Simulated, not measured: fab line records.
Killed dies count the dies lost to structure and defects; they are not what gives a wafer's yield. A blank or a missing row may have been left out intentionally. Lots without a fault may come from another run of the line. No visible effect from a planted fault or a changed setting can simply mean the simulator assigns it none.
Split-lot trial | flow n5_finfet | 7 lots, 21 wafers read, on a route of 1938 steps

SPLIT DETAILS
At N5_BEOL_M7_TRENCH_ETCH_37 (etches SiCOH lowk in C4F6/O2, target depth 93.478 nm, time 31.2 s), the setting bias_w was moved away from the recipe's 185 W on 6 of the 21 wafers read, by +7.5% to +14.3%. This setting was run at the recipe's value on the other wafers.

Reading taken at the split's own step.

THE READING
rf_vpp_V, in V, at N5_BEOL_M7_TRENCH_ETCH_37 (etches SiCOH lowk in C4F6/O2, target depth 93.478 nm, time 31.2 s). Typical for fault-free wafers on this fab line: 662 V, with standard deviation 13 V.

wafer  | tool, chamber at the split | bias_w as run, W | against the recipe | rf_vpp_V, V | against lot-mates on the recipe
L079.4 | rie_diel-06, 2             | 185              | recipe             | 669         | -
L079.5 | rie_diel-06, 3             | 185              | recipe             | 640         | -
L079.6 | rie_diel-06, 0             | 185              | recipe             | 671         | -
L080.3 | rie_diel-03, 3             | 210.5            | +13.8%             | 712         | +70
L080.4 | rie_diel-03, 2             | 185              | recipe             | 642         | -
L080.5 | rie_diel-03, 3             | 185              | recipe             | 643         | -
L081.1 | rie_diel-06, 3             | 185              | recipe             | 641         | -
L081.2 | rie_diel-06, 1             | 185              | recipe             | 679         | -
L081.4 | rie_diel-06, 2             | 198.9            | +7.5%              | 710         | +50
L084.2 | rie_diel-02, 1             | 185              | recipe             | 676         | -
L084.3 | rie_diel-02, 2             | 185              | recipe             | 664         | -
L084.5 | rie_diel-02, 3             | 185              | recipe             | 673         | -
L085.2 | rie_diel-03, 2             | 185              | recipe             | 642         | -
L085.5 | rie_diel-03, 1             | 211.4            | +14.3%             | 735         | +93
L085.6 | rie_diel-03, 2             | 211.4            | +14.3%             | 713         | +71
L090.1 | rie_diel-03, 0             | 209.6            | +13.3%             | 729         | +89
L090.2 | rie_diel-03, 2             | 185              | recipe             | 640         | -
L090.5 | rie_diel-03, 0             | 209.6            | +13.3%             | 730         | +90
L092.1 | rie_diel-06, 2             | 185              | recipe             | 669         | -
L092.3 | rie_diel-06, 0             | 185              | recipe             | 671         | -
L092.5 | rie_diel-06, 0             | 185              | recipe             | 672         | -

THE FIT
A straight line over all 21 wafers: rf_vpp_V changes by +4.74 V for each +1% of bias_w; r = +0.89; the points scatter about the line by 15 V.
The same after taking each lot's own level away (the mean of its wafers on the recipe; 21 wafers): +5.99 V for each +1%; r = +0.96; scatter 10 V.
The reading moves by 86 V for the largest change in bias_w, on that fit.
The lots' own levels span 640.0 to 671.0 V, that is 2.4 times the standard deviation above.
So the lot-to-lot level changes the slope: the two fits differ.
Check: for one of the wafers moved furthest among these (+14.3%), held out of the fit, the line's prediction against its lot-mates is +83.9 V. Against them it came out at +93 V.
Tool readings at the split's step, against how far the setting was moved: rf_vpp_V r = +0.89.

OTHER SPLITS ON THESE WAFERS
Other splits were also applied to these wafers ahead of the reading. Each is held against what the fit with the lots' levels taken away leaves over:
other split on the same wafers  | wafers away from the commonest value | r with rf_vpp_V (lot level and that fit taken away)
N5_BEOL_M7_VIA_ETCH_34 source_w | 8                                    | +0.10

THE FILE'S OWN FIT
rf_vpp_V changes by +5.89 V for each +1% of bias_w, r = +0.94.
